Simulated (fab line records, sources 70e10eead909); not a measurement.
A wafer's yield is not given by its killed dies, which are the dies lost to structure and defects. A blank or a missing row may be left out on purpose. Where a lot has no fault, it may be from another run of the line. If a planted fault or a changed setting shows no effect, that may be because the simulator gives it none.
Which tool did it? + flow nandHarc + Sampling: 7 lots, 21 wafers, 4 of 1302 route steps

## WHAT EACH GAUGE READ, for each wafer
NHARC_END_SORT_01.
| lot  | measured     | on        | killedAtArray |
|------|--------------|-----------|---------------|
| L965 | day 34 03:38 | prober-01 | 68 82 143     |

## WHAT TOOL EACH LOT RAN ON (gives the tool, then ch and the chambers of the sampled wafers, and finally the start)
| lot  | NHARC_A_CHANNEL_FILL_D2_ALD_16  | NHARC_THIN_TSV_DEGAS_53     | NHARC_THIN_TSV_PRE_CLEAN_54 |
|------|---------------------------------|-----------------------------|-----------------------------|
| L944 | aldHk-03 ch 1,2,3, day 14 22:32 | pvdSputter-01, day 24 20:46 | pvdSputter-01, day 24 20:51 |
| L943 | aldHk-02 ch 0,2, day 15 02:48   | pvdSputter-03, day 25 01:20 | pvdSputter-03, day 25 01:24 |
| L947 | aldHk-03 ch 0,1,2, day 15 21:42 | pvdSputter-02, day 25 11:03 | pvdSputter-02, day 25 11:07 |
| L951 | aldHk-03 ch 1,2,3, day 18 00:48 | pvdSputter-03, day 28 21:17 | pvdSputter-03, day 28 21:21 |
| L955 | aldHk-01 ch 0,1,3, day 19 03:34 | pvdSputter-01, day 29 04:22 | pvdSputter-01, day 29 04:27 |
| L958 | aldHk-01 ch 0,1,3, day 20 15:42 | pvdSputter-02, day 31 01:25 | pvdSputter-02, day 31 01:30 |
| L965 | aldHk-03 ch 0,1,3, day 23 15:47 | pvdSputter-01, day 33 15:04 | pvdSputter-01, day 33 15:07 |
- NHARC_A_CHANNEL_FILL_D2_ALD_16: deposits SiO2, target thk 1.5 nm, pulse time 10 s, ald cycles 15.
- NHARC_THIN_TSV_DEGAS_53: time 60 s.
- NHARC_THIN_TSV_PRE_CLEAN_54: time 30 s.

## THE ANSWER, worked out from the rows above alone
Rule: usual is defined by the lots themselves. Put in order of their means at a reading, lots are off if they are a third of the lots or fewer, leave a main group of 4 or more, and stand apart from it by a gap of 3 or more times the standard deviation of the main group's means; of several such gaps the widest counts. The tables above print the reading to a certain number of digits; a main group whose means all agree to those digits is not used. A lot without any number at a reading at which 4 lots or more have one is off too. Where the step has rows for the other lots, those lots are counted as sound.
Nothing can be told from this: no lot is off at any reading shown.

## WHAT THE SIMULATOR HAD INSERTED
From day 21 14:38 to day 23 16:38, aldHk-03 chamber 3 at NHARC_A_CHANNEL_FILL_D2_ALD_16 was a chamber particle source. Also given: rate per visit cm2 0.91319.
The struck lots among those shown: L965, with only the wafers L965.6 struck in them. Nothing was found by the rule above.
